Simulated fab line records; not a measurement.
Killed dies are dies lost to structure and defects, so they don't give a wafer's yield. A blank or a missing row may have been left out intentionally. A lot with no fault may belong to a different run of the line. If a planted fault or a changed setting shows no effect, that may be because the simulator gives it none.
fab line records	flow n5Finfet
[record] lots = 6	wafers = 18	lastDay = 17
route steps=1938 shown BEOL_M4@1107 BEOL_M5@1112
lots that met no fault: from a run of the same line without faults
startH: hours from the record's opening day to when the first of the lot's shown wafers began	waitH: hours from the lot's prior step to this one	" the same as in the row above	L1.1+2: several wafers, shown together as one row	- no value, or no start was given	* or withheld: withheld	< > ~ a bound
route shown NAME@n: a module of which the file shows steps, and the number in the route of the first	usual: mean/standard deviation of fault-free wafers	same: alike in all rows	chamber/n: place in a boat	sites: each site's reading	_std_site: the values' standard deviation	_edge_site: the outer-site mean with the inner-site mean subtracted	radiusMm: how far each site lies from the wafer's centre	mask NAME#n: copy n	behind: the last tool/chamber to shape the wafer	hold: what put the lot on hold/how long, in hours/how the hold closed	device: which transistor (n, p or np) failed to switch	end of line: the route-end tests of the same wafers	a step given without rows: its recipe and nothing more	killed: the dies lost at the first sort to structure and to defects; this is not the yield of the wafer	map: dies across one wafer; x = killed, . = not, _ = none there
set.NAME: setting as actually run; set.NAME@STEP: the setting as run at that earlier step	model.NAME: the simulator's own value behind a step, which no gauge read
lots seen at some steps along the route; tables by step, rows by wafer
services: from which hour (startH, from the record's first day; less than 0 if before it) a tool's chamber was out of use, for how many hours, and why
[[steps]]
[step N5_BEOL_M4_PRE_CLEAN_56]
[recipe] gas = NH3	timeS = 15	tempC = withheld	rfPowerW = 300
[step N5_BEOL_M4_DEP_57]
[recipe] material = SiCN	targetThkA = 80	tempC = withheld	precursor = 3MS/NH3	pressureTorr = 3	rfW = 202	timeS = 14
[usual] chamberPressureTorr = 3.000/0.0066	showerheadPlenumPTorr = 3.665/0.015	throttleValvePct = 9.1/0.48
lot.wafer	tool	chamber	startH	waitH	chamberPressureTorr	showerheadPlenumPTorr	throttleValvePct
L948.2	pecvd-04	0	205.25	0.0	3.000	3.645	8.9
L948.3	"	1	"	"	2.985	3.623	9.4
L948.6	"	1	"	"	2.982	3.642	9.4
L951.3	pecvd-03	1	230.01	0.0	3.012	3.673	9.5
L951.5	"	1	"	"	3.006	3.671	9.6
L951.6	"	0	"	"	2.994	3.673	9.3
L957.1	pecvd-04	1	272.26	0.0	3.002	3.638	9.6
L957.4	"	2	"	"	2.997	3.658	10.3
L957.6	"	1	"	"	3.006	3.622	9.2
L959.1	pecvd-01	0	279.28	0.0	2.998	3.669	8.8
L959.3	"	1	"	"	3.006	3.671	8.9
L959.6	"	0	"	"	3.013	3.676	9.1
L961.4	pecvd-01	1	283.76	0.0	2.999	3.670	8.7
L961.5	"	2	"	"	3.008	3.676	8.7
L961.6	"	0	"	"	3.003	3.667	9.0
L963.2	pecvd-03	0	301.98	0.0	2.997	3.679	9.2
L963.3	"	1	"	"	2.997	3.671	9.4
L963.5	"	1	"	"	2.997	3.669	9.4
[step N5_BEOL_M4_RS_MEAS_58]
[recipe] thkMeasGauge = four-point-probe	reads = Co_of_BEOL_M4_CO_CAP_55+Cu_of_BEOL_M4_ECD_50+Co_of_BEOL_M4_CVD_47+TaN_of_BEOL_M4_ALD_84
[usual] M4_RS = 0.68/0.048
lot.wafer	tool	chamber	startH	waitH	M4_RS[ohm/sq]
L948.2	filmMetro-02	-	205.32	0.1	0.60
L948.3	"	-	"	"	0.64
L948.6	"	-	"	"	0.62
L951.3	filmMetro-02	-	230.08	0.1	0.61
L951.5	"	-	"	"	0.68
L951.6	"	-	"	"	0.79
L957.1	filmMetro-01	-	272.33	0.0	0.58
L957.4	"	-	"	"	0.65
L957.6	"	-	"	"	0.63
L959.1	filmMetro-01	-	279.35	0.0	0.69
L959.3	"	-	"	"	0.76
L959.6	"	-	"	"	0.69
L961.4	filmMetro-01	-	283.81	0.0	0.62
L961.5	"	-	"	"	0.65
L961.6	"	-	"	"	0.63
L963.2	filmMetro-01	-	302.05	0.1	0.71
L963.3	"	-	"	"	0.67
L963.5	"	-	"	"	0.62
[step N5_BEOL_M4_INSPECT_59]
[recipe] inspectInstrument = darkfield	mode = postDep
[usual] rawDefectCount = 74/24
lot.wafer	tool	chamber	startH	waitH	rawDefectCount
L948.2	defectInspect-02	-	205.35	0.0	63
L948.3	"	-	"	"	98
L948.6	"	-	"	"	92
L951.3	defectInspect-02	-	230.10	0.0	73
L951.5	"	-	"	"	80
L951.6	"	-	"	"	80
L957.1	defectInspect-02	-	272.36	0.0	68
L957.4	"	-	"	"	86
L957.6	"	-	"	"	94
L959.1	defectInspect-02	-	279.37	0.0	51
L959.3	"	-	"	"	73
L959.6	"	-	"	"	68
L961.4	defectInspect-02	-	283.83	0.0	59
L961.5	"	-	"	"	88
L961.6	"	-	"	"	77
L963.2	defectInspect-02	-	302.07	0.0	54
L963.3	"	-	"	"	18
L963.5	"	-	"	"	41
[step N5_BEOL_M4_RC_MEAS_101]
[usual] DIBL_N = 36.9/2.1	DIBL_P = 37.1/2.5	IOFF_N = 0.17/0.039	IOFF_P = 0.23/0.043	ION_N = 673/15	ION_P = 462/9.1	SS_N = 71.8/0.69	SS_P = 73.6/0.74	VT_N = 250/3.6	VT_P = -249.7/2.9
lot.wafer	tool	chamber	startH	waitH	DIBL_N[mV/V]	DIBL_P[mV/V]	IOFF_N[nA/um]	IOFF_P[nA/um]	ION_N[uA/um]	ION_P[uA/um]	SS_N[mV/dec]	SS_P[mV/dec]	VT_N[mV]	VT_P[mV]
L948.2	prober-02	0	205.53	0.2	39.2	38.0	0.18	0.25	682	468	72.1	74.3	248	-247.4
L948.3	"	0	"	"	39.5	38.7	0.19	0.27	658	455	72.3	73.8	249	-248.0
L948.6	"	0	"	"	38.4	36.9	0.16	0.23	674	465	71.6	73.3	249	-250.0
L951.3	prober-02	0	230.44	0.3	38.0	35.9	0.20	0.23	667	459	72.6	73.9	250	-248.9
L951.5	"	0	"	"	37.6	38.5	0.20	0.27	691	482	71.8	73.8	245	-248.6
L951.6	"	0	"	"	35.7	36.4	0.14	0.23	645	460	71.6	74.0	254	-250.9
L957.1	prober-01	0	272.38	0.0	35.6	33.3	0.11	0.16	637	440	71.7	72.4	257	-256.5
L957.4	"	0	"	"	40.6	42.5	0.23	0.30	701	477	72.6	74.8	246	-244.5
L957.6	"	0	"	"	37.4	37.2	0.16	0.21	679	461	71.4	73.2	250	-250.5
L959.1	prober-01	0	279.40	0.0	34.8	34.5	0.13	0.16	670	456	71.0	72.6	255	-254.5
L959.3	"	0	"	"	34.7	35.2	0.12	0.17	648	450	71.9	73.1	256	-254.4
L959.6	"	0	"	"	35.3	34.9	0.13	0.16	640	442	71.6	72.8	256	-255.4
L961.4	prober-02	0	284.32	0.5	34.1	34.3	0.13	0.19	661	460	71.3	72.4	254	-252.5
L961.5	"	0	"	"	36.7	37.7	0.18	0.23	694	476	71.5	73.7	246	-250.5
L961.6	"	0	"	"	35.0	35.4	0.15	0.20	682	471	70.8	74.0	251	-250.0
L963.2	prober-02	0	302.25	0.2	33.7	33.2	0.11	0.17	641	446	70.5	72.0	255	-254.4
L963.3	"	0	"	"	33.9	32.4	0.12	0.16	660	451	71.4	72.4	251	-255.9
L963.5	"	0	"	"	36.3	35.9	0.15	0.20	657	453	71.7	73.6	252	-250.6
[step N5_BEOL_M5_ILD_DEP_00]
[recipe] material = SiCOH_lowk	targetThkA = 1406.4	tempC = 300	precursor = DEMS/porogen	pressureTorr = 5	rfW = 500	timeS = 25.9
[step N5_BEOL_M5_CURE_79]
[recipe] tempC = 385	timeS = 240	ambient = He/Ar	material = SiCOH_lowk
[usual] lampPowerPct = 52.31/0.055	wafer_temp_C_max = 387.1/0.53
lot.wafer	tool	chamber	startH	waitH	lampPowerPct	wafer_temp_C_max
L948.2	uvCure-03	2	206.56	0.2	52.24	388.2
L948.3	"	2	"	"	52.39	387.5
L948.6	"	2	"	"	52.32	387.4
L951.3	uvCure-03	1	231.31	0.2	52.26	386.4
L951.5	"	1	"	"	52.23	386.2
L951.6	"	1	"	"	52.36	387.1
L957.1	uvCure-01	1	273.40	0.0	52.37	387.2
L957.4	"	1	"	"	52.30	387.2
L957.6	"	1	"	"	52.30	387.3
L959.1	uvCure-03	1	280.60	0.2	52.30	386.4
L959.3	"	1	"	"	52.26	387.2
L959.6	"	1	"	"	52.26	386.6
L961.4	uvCure-03	2	285.12	0.3	52.36	387.0
L961.5	"	2	"	"	52.38	387.6
L961.6	"	2	"	"	52.42	388.2
L963.2	uvCure-02	0	303.20	0.1	52.37	386.6
L963.3	"	0	"	"	52.38	386.7
L963.5	"	0	"	"	52.28	387.6
[step N5_BEOL_M5_THK_MEAS_01]
[recipe] reads = SiCOH_lowk_of_BEOL_M5_ILD_DEP_00
[usual] M5_ILD_THK = 120.9/1.9
lot.wafer	tool	chamber	startH	waitH	M5_ILD_THK[nm]
L948.2	filmMetro-01	-	207.39	0.7	120.8
L948.3	"	-	"	"	121.6
L948.6	"	-	"	"	123.1
L951.3	filmMetro-02	-	231.66	0.3	120.1
L951.5	"	-	"	"	123.5
L951.6	"	-	"	"	124.2
L957.1	filmMetro-01	-	273.92	0.4	120.7
L957.4	"	-	"	"	123.0
L957.6	"	-	"	"	121.0
L959.1	filmMetro-01	-	281.11	0.4	120.7
L959.3	"	-	"	"	123.5
L959.6	"	-	"	"	121.6
L961.4	filmMetro-01	-	285.39	0.2	122.1
L961.5	"	-	"	"	124.1
L961.6	"	-	"	"	119.6
L963.2	filmMetro-02	-	303.63	0.4	120.9
L963.3	"	-	"	"	118.8
L963.5	"	-	"	"	118.5
[step N5_BEOL_M5_PECVD_70]
[recipe] material = SiO2	targetThkA = 160	tempC = 400	precursor = TEOS/O2	pressureTorr = 5.5	rfW = 450	teosFlowSccm = 53.8	gas = O2	flowSccm = 3000	timeS = 18
[usual] chamberPressureTorr = 5.499/0.012	heaterPowerW = 682/58	showerheadPlenumPTorr = 8.83/0.047	throttleValvePct = 22.2/0.89
lot.wafer	tool	chamber	startH	waitH	chamberPressureTorr	heaterPowerW	showerheadPlenumPTorr	throttleValvePct
L948.2	pecvd-02	2	207.43	0.0	5.521	633	8.90	21.6
L948.3	"	0	"	"	5.476	692	8.89	21.1
L948.6	"	2	"	"	5.514	642	8.89	21.6
L951.3	pecvd-03	0	231.72	0.1	5.494	608	8.86	23.0
L951.5	"	0	"	"	5.477	613	8.85	22.9
L951.6	"	1	"	"	5.496	673	8.81	23.3
L957.1	pecvd-01	2	273.95	0.0	5.484	634	8.84	21.5
L957.4	"	0	"	"	5.493	738	8.78	22.5
L957.6	"	2	"	"	5.498	643	8.84	21.3
L959.1	pecvd-01	1	281.15	0.0	5.512	609	8.76	21.5
L959.3	"	2	"	"	5.512	616	8.86	21.6
L959.6	"	2	"	"	5.505	605	8.86	21.3
L961.4	pecvd-01	1	285.45	0.1	5.500	706	8.78	21.6
L961.5	"	2	"	"	5.507	681	8.84	21.6
L961.6	"	0	"	"	5.470	757	8.81	22.2
L963.2	pecvd-02	0	303.67	0.0	5.501	729	8.88	21.3
L963.3	"	1	"	"	5.500	654	8.77	23.6
L963.5	"	2	"	"	5.497	679	8.88	21.8
[step N5_BEOL_M5_HM_DEP_02]
[recipe] material = TiN	targetThkA = 200	tempC = 25	chamberPressurePa = 0.49996
[usual] substrateTempC = 25.00/0.11	throttleValvePct = 29.5/0.87
lot.wafer	tool	chamber	startH	waitH	substrateTempC	throttleValvePct
L948.2	pvdSputter-01	-	208.24	0.8	24.63	29.8
L948.3	"	-	"	"	25.01	30.0
L948.6	"	-	"	"	25.22	30.0
L951.3	pvdSputter-01	-	233.56	1.8	24.84	29.6
L951.5	"	-	"	"	25.05	29.4
L951.6	"	-	"	"	24.97	29.8
L957.1	pvdSputter-02	-	276.58	2.6	25.19	30.5
L957.4	"	-	"	"	25.16	29.7
L957.6	"	-	"	"	24.99	29.0
L959.1	pvdSputter-01	-	281.23	0.1	25.04	29.1
L959.3	"	-	"	"	25.03	29.8
L959.6	"	-	"	"	24.94	30.0
L961.4	pvdSputter-01	-	286.08	0.6	25.26	29.9
L961.5	"	-	"	"	25.07	30.0
L961.6	"	-	"	"	25.23	29.1
L963.2	pvdSputter-03	-	303.73	0.0	25.00	30.1
L963.3	"	-	"	"	25.07	29.2
L963.5	"	-	"	"	24.96	30.6
[step N5_BEOL_M5_COAT_59]
[recipe] resist = SOC	tempC = 250	timeS = 60	spinRpm = 1500	resistThkNm = 60
[step N5_BEOL_M5_COAT_60]
[recipe] resist = SiARC	tempC = 220	timeS = 60	spinRpm = 1500	resistThkNm = 12
[step N5_BEOL_M5_COAT_71]
[recipe] resist = underlayer	tempC = 205	timeS = 60	spinRpm = 1500	resistThkNm = 5
[usual] spinSpeedRpm = 1499.9/1
lot.wafer	tool	chamber	startH	waitH	spinSpeedRpm
L948.2	lithoTrack-01	0	208.37	-	1500.6
L948.3	"	0	"	"	1498.2
L948.6	"	0	"	"	1498.6
L951.3	lithoTrack-02	0	233.69	-	1501.2
L951.5	"	0	"	"	1499.5
L951.6	"	0	"	"	1502.2
L957.1	lithoTrack-01	0	276.71	-	1346.4
L957.4	"	0	"	"	1346.8
L957.6	"	0	"	"	1347.6
L959.1	lithoTrack-01	0	281.36	-	1345.9
L959.3	"	0	"	"	1346.6
L959.6	"	0	"	"	1346.6
L961.4	lithoTrack-03	0	286.21	-	1499.4
L961.5	"	0	"	"	1499.5
L961.6	"	0	"	"	1498.9
L963.2	lithoTrack-02	0	303.86	-	1500.3
L963.3	"	0	"	"	1500.6
L963.5	"	0	"	"	1500.3
[step N5_BEOL_M5_COAT_05]
[recipe] resist = CAR-EUV	spinRpm = 1500	resistThkNm = 30
[step N5_BEOL_M5_EBR_07]
[recipe] solvent = PGMEA	ebrWidthMm = 1.5
[step N5_BEOL_M5_SOFTBAKE_06]
[recipe] tempC = 110	timeS = 60	resist = CAR-EUV
[step N5_BEOL_M5_EXPOSE_08]
[recipe] maskId = M5	na = 0.33	sourceShape = annular	sigmaInner = 0.4	sigmaOuter = 0.8	polarization = unpolarized	targetCdNm = 28	doseMj = 35.75
[step N5_BEOL_M5_PEB_09]
[recipe] pebTempC = 100	pebTimeS = 60	resist = CAR-EUV
[step N5_BEOL_M5_DEVELOP_10]
[recipe] developTimeS = 30	developer = TMAH	resist = CAR-EUV	rinseLiquid = surfactantRinse	dry = airSpin	devTempC = 23
[step N5_BEOL_M5_CD_MEAS_11]
[recipe] targetCdNm = 27.74	landingEnergyEv = 500	detector = seInlens
[usual] cdNm = 28.13/0.26
lot.wafer	tool	chamber	startH	waitH	cdNm
L948.2	cdSem-01	0	208.76	-	27.84
L948.3	"	0	"	"	28.59
L948.6	"	0	"	"	27.93
L951.3	cdSem-02	0	234.08	-	27.95
L951.5	"	0	"	"	27.96
L951.6	"	0	"	"	27.71
L957.1	cdSem-02	0	276.97	-	28.05
L957.4	"	0	"	"	28.01
L957.6	"	0	"	"	28.03
L959.1	cdSem-03	0	281.75	-	27.93
L959.3	"	0	"	"	27.97
L959.6	"	0	"	"	27.92
L961.4	cdSem-01	0	286.47	-	28.07
L961.5	"	0	"	"	28.12
L961.6	"	0	"	"	28.03
L963.2	cdSem-02	0	304.25	-	27.92
L963.3	"	0	"	"	28.00
L963.5	"	0	"	"	28.01
[step N5_BEOL_M5_OVL_MEAS_12]
[recipe] pointsPerWafer = 522
[usual] M5_OVL = -0.4/0.78
lot.wafer	tool	chamber	startH	waitH	M5_OVL[nm]
L948.2	overlay-01	0	208.79	0.0	-0.7
L948.3	"	0	"	"	-0.3
L948.6	"	0	"	"	-0.8
L951.3	overlay-02	0	234.12	0.0	0.0
L951.5	"	0	"	"	-0.8
L951.6	"	0	"	"	0.2
L957.1	overlay-02	0	277.00	0.0	-1.3
L957.4	"	0	"	"	0.0
L957.6	"	0	"	"	0.2
L959.1	overlay-02	0	281.78	0.0	-1.0
L959.3	"	0	"	"	-1.6
L959.6	"	0	"	"	-1.6
L961.4	overlay-02	0	286.52	0.0	-1.0
L961.5	"	0	"	"	-1.2
L961.6	"	0	"	"	0.0
L963.2	overlay-02	0	304.28	0.0	-1.3
L963.3	"	0	"	"	-0.7
L963.5	"	0	"	"	-1.1
[step N5_BEOL_M5_INSPECT_13]
[recipe] mode = adi	inspectInstrument = brightfield
[usual] rawDefectCount = 419/110
lot.wafer	tool	chamber	startH	waitH	rawDefectCount
L948.2	defectInspect-02	-	208.85	0.0	610
L948.3	"	-	"	"	416
L948.6	"	-	"	"	564
L951.3	defectInspect-02	-	234.17	0.0	613
L951.5	"	-	"	"	530
L951.6	"	-	"	"	486
L957.1	defectInspect-02	-	277.07	0.1	360
L957.4	"	-	"	"	378
L957.6	"	-	"	"	523
L959.1	defectInspect-02	-	281.84	0.1	302
L959.3	"	-	"	"	506
L959.6	"	-	"	"	455
L961.4	defectInspect-02	-	286.56	0.0	349
L961.5	"	-	"	"	424
L961.6	"	-	"	"	459
L963.2	defectInspect-01	-	304.33	0.0	322
L963.3	"	-	"	"	246
L963.5	"	-	"	"	359
[step N5_BEOL_M5_DESCUM_16]
[recipe] chemistry = O2	timeS = 7	sourcePowerW = 50	biasPowerW = 20	pressureMtorr = 20	rfFrequencyHz = 2.712e+07	tempC = 40	resist = CAR-EUV	o2FlowSccm = 225
[usual] drypumpMotorCurrentA = 5.9/0.56	oesProductAu = 0.79/0.075	rfVppV = 243.1/1.3	showerheadPlenumPTorr = 2.09/0.061	throttleValvePct = 20.38/0.27
lot.wafer	tool	chamber	startH	waitH	drypumpMotorCurrentA	oesProductAu	rfHoursCounterH	rfVppV	showerheadPlenumPTorr	throttleValvePct
L948.2	rieDiel-01	3	208.88	0.0	6.3	0.71	188	243.1	2.09	20.29
L948.3	"	2	"	"	6.8	0.78	134	240.1	2.02	20.03
L948.6	"	1	"	"	6.3	0.87	-	244.4	2.12	20.61
L951.3	rieDiel-01	3	234.20	0.0	6.2	0.72	196	243.1	2.09	20.31
L951.5	"	0	"	"	5.1	0.87	-	242.6	2.05	20.15
L951.6	"	1	"	"	6.3	0.87	-	243.0	2.12	20.61
L957.1	rieDiel-01	0	278.22	1.2	5.1	0.86	68	244.0	2.04	20.18
L957.4	"	2	"	"	6.8	0.77	151	242.0	2.01	20.05
L957.6	"	1	"	"	6.4	0.84	-	243.4	2.12	20.62
L959.1	rieDiel-01	3	282.76	0.9	6.3	0.71	212	243.2	2.09	20.33
L959.3	"	2	"	"	6.8	0.76	153	240.7	2.01	20.07
L959.6	"	1	"	"	6.3	0.84	-	244.8	2.12	20.62
L961.4	rieDiel-01	0	287.09	0.5	5.1	0.85	72	242.0	2.04	20.18
L961.5	"	3	"	"	6.3	0.71	-	243.0	2.08	20.33
L961.6	"	2	"	"	6.8	0.76	-	242.5	2.01	20.08
L963.2	rieDiel-02	0	304.37	0.0	5.6	0.89	29	243.6	2.13	20.39
L963.3	"	3	"	"	6.0	0.66	213	242.7	2.09	21.00
L963.5	"	1	"	"	5.4	0.73	-	241.3	2.05	20.14
[step N5_BEOL_M5_ETCH_72]
[recipe] chemistry = N2/H2	target = underlayer	targetDepthA = 65	maskMaterial = CAR-EUV	timeS = 5.2	ionEnergyEv = 200	pressureMtorr = 30	sourceW = 840	biasW = 150	n2FlowSccm = 200	h2FlowSccm = 200	ends = cleared
[usual] biasW = 150.0/0.43	drypumpMotorCurrentA = 5.9/0.56	etchRfOnTimeS = 5.22/0.18	h2FlowSccm = 200.0/0.61	n2FlowSccm = 199.9/0.59	oesProductAu = 0.67/0.063	rfVppV = 523.8/2.6	showerheadPlenumPTorr = 2.54/0.077	throttleValvePct = 17.78/0.23
lot.wafer	tool	chamber	startH	waitH	biasW	drypumpMotorCurrentA	etchRfOnTimeS	h2FlowSccm	n2FlowSccm	oesProductAu	rfHoursCounterH	rfVppV	showerheadPlenumPTorr	throttleValvePct	model.etch.depthNm
L948.2	rieDiel-01	3	208.91	0.0	149.8	6.3	5.38	198.5	198.4	0.61	188	522.0	2.50	17.38	4.974
L948.3	"	2	"	"	150.3	6.8	5.06	199.6	199.0	0.66	134	522.1	2.47	17.63	4.981
L948.6	"	1	"	"	150.1	6.4	5.30	201.1	199.4	0.73	-	524.2	2.57	17.88	4.977
L951.3	rieDiel-01	3	234.23	0.0	149.0	6.2	5.39	199.8	200.0	0.62	196	522.2	2.50	17.38	5.021
L951.5	"	0	"	"	150.0	5.1	5.01	199.9	200.1	0.74	-	521.0	2.47	17.62	5.01
L951.6	"	1	"	"	150.1	6.3	5.37	200.1	199.8	0.71	-	524.2	2.57	17.90	5.001
L957.1	rieDiel-01	0	278.25	0.0	149.5	5.1	5.23	199.8	199.8	0.70	68	523.4	2.47	17.63	5.25
L957.4	"	2	"	"	149.6	6.8	5.38	200.7	199.0	0.65	151	519.1	2.46	17.69	5.245
L957.6	"	1	"	"	150.1	6.4	5.67	199.1	199.0	0.71	-	524.5	2.56	17.91	5.246
L959.1	rieDiel-01	3	282.79	0.0	149.7	6.3	5.73	202.0	199.5	0.60	212	524.0	2.49	17.41	5.272
L959.3	"	2	"	"	150.4	6.8	5.45	200.1	200.3	0.64	153	521.3	2.46	17.68	5.288
L959.6	"	1	"	"	150.7	6.4	5.74	198.3	199.3	0.70	-	525.8	2.56	17.92	5.271
L961.4	rieDiel-01	0	287.13	0.0	150.0	5.1	5.06	200.3	200.0	0.70	72	520.1	2.47	17.61	5.021
L961.5	"	3	"	"	150.4	6.3	5.42	200.4	200.2	0.60	-	524.1	2.49	17.42	5.004
L961.6	"	2	"	"	149.9	6.8	5.21	200.6	201.1	0.63	-	523.1	2.46	17.74	5.011
L963.2	rieDiel-02	0	304.40	0.0	150.2	5.6	5.34	201.1	199.7	0.76	29	527.1	2.62	18.01	4.996
L963.3	"	3	"	"	150.3	6.0	5.41	200.5	199.9	0.58	213	521.6	2.50	18.20	5
L963.5	"	1	"	"	149.6	5.3	5.17	199.3	199.5	0.62	-	522.6	2.53	17.85	5.004
[step N5_BEOL_M5_ETCH_61]
[recipe] chemistry = CF4	target = SiARC	targetDepthA = 156	maskMaterial = CAR-EUV	timeS = 26	ionEnergyEv = 80	pressureMtorr = 40	sourceW = 545	biasW = 36	Ar_flow_sccm = 100	cf4FlowSccm = 100	ends = cleared
[[services]]
tool	chamber	startH	hours	kind
pecvd-03	1	189.52	2.1	scheduledDown
pecvd-03	-	205.77	3.3	repair
uvCure-02	-	215.01	1.0	pm
rieDiel-01	2	220.07	16.1	repair
pecvd-01	-	227.49	1.4	repair
pecvd-03	2	231.16	2.1	scheduledDown
pecvd-03	2	233.29	-	clean
pecvd-03	2	233.29	-	consumableReplace:showerhead
pecvd-03	2	233.29	29.0	scheduledDown
pecvd-03	2	233.29	29.0	ventCycle
lithoTrack-03	-	246.46	-	consumableReplace:filter
pecvd-04	0	247.73	2.1	scheduledDown
lithoTrack-01	-	253.55	-	consumableReplace:filter
pecvd-02	2	262.76	15.1	repair
rieDiel-02	0	264.59	16.2	repair
pecvd-02	-	268.90	14.6	pm
rieDiel-02	-	271.50	14.6	pm
pecvd-04	1	292.16	6.6	repair
uvCure-03	-	297.84	2.1	pm
pecvd-03	-	300.66	0.8	pm
pvdSputter-02	-	303.66	4.3	repair
[[key]]
[firstSign] step = N5_BEOL_M5_COAT_71	reading = spinSpeedRpm	direction = down	sigmas = 99+	usual = *	struck = *
effect none on later readings
[modelEffect] step = N5_BEOL_M5_ETCH_72	value = etch.depthNm	without = 4.986	struck = 5.262
metAt N5_BEOL_M5_COAT_71
struckWafers L957.1,L957.4,L957.6,L959.1,L959.3,L959.6
onsetBetween 208.37 276.71
[fault] kind = processParameterDrift	tool = lithoTrack-01	chamber = -	onsetH = 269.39	steps = N5_BEOL_M5_COAT_71	channel = spinRpm	offset = *	shape = step	endH = 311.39	actsIn = *	stated = *
